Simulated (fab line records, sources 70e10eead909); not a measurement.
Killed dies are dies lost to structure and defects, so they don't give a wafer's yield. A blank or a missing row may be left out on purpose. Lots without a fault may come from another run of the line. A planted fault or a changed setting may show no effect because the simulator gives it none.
Chamber matching | flow nand_harc | NHARC_A_CHANNEL_FILL_D1_ETCHBACK_20 on rie_diel-04: 4 sister chambers
The step etches the open film in C4F8/O2/Ar, target depth 27 nm, time 13.5 s. 20 wafers are shown with their chamber, then 10 later ones without.

WAFERS WITH THEIR CHAMBER
wafer  | chamber | rf_vpp_V (V) | oes_product_au (a.u.)
L075.3 | 3       | 977          | 0.94
L075.4 | 0       | 969          | 0.93
L075.6 | 2       | 984          | 0.93
L079.1 | 3       | 979          | 1.00
L079.2 | 2       | 983          | 1.01
L079.4 | 0       | 972          | 0.98
L082.1 | 0       | 970          | 0.92
L082.2 | 2       | 985          | 0.92
L082.3 | 3       | 978          | 0.93
L084.2 | 3       | 977          | 0.92
L084.3 | 0       | 969          | 0.91
L084.5 | 2       | 984          | 0.93
L088.1 | 1       | 980          | 1.00
L088.5 | 0       | 970          | 1.01
L088.6 | 3       | 979          | 1.01
L086.2 | 3       | 979          | 0.93
L086.3 | 1       | 982          | 0.92
L086.5 | 2       | 985          | 0.93
L092.1 | 0       | 971          | 1.02
L092.5 | 3       | 978          | 0.99

SIGNATURES (means of the wafers above)
reading        | chamber 0 | chamber 1 | chamber 2 | chamber 3 | scatter within a chamber
rf_vpp_V       | 970.17    | 981.00    | 984.20    | 978.14    | 1.02
oes_product_au | 0.9617    | 0.9600    | 0.9440    | 0.9600    | 0.0426
Rule: a wafer's distance from a chamber is the root of the sum, over the readings, of the square of ((its reading less the chamber's mean) divided by the reading's scatter). The wafer belongs to the nearest chamber; if the next one is less than 2 further off, it can't be placed. The scatter: the root of (the sum of the squares of (reading less its chamber's mean) over the shown wafers, divided by (wafers less chambers)).

WAFERS WITHOUT THEIR CHAMBER
wafer  | rf_vpp_V (V) | oes_product_au (a.u.)
L092.6 | 970          | 1.01
L093.1 | 970          | 1.01
L093.3 | 980          | 1.00
L093.5 | 971          | 1.01
L095.1 | 969          | 0.94
L095.2 | 984          | 0.94
L095.5 | 985          | 0.94
L096.1 | 980          | 0.99
L096.2 | 984          | 1.00
L096.3 | 980          | 1.00

WHICH CHAMBER EACH WENT THROUGH
wafer  | from the rows above     | in truth
L092.6 | 0                       | 0
L093.1 | 0                       | 0
L093.3 | can't be placed: 1 or 3 | 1
L093.5 | 0                       | 0
L095.1 | 0                       | 0
L095.2 | 2                       | 2
L095.5 | 2                       | 2
L096.1 | can't be placed: 1 or 3 | 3
L096.2 | can't be placed: 2 or 1 | 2
L096.3 | can't be placed: 1 or 3 | 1
Placed correctly: 6 of 10. Can't be placed from these rows: 4 (the true chamber is among the candidates in 4). Placed wrongly: 0.
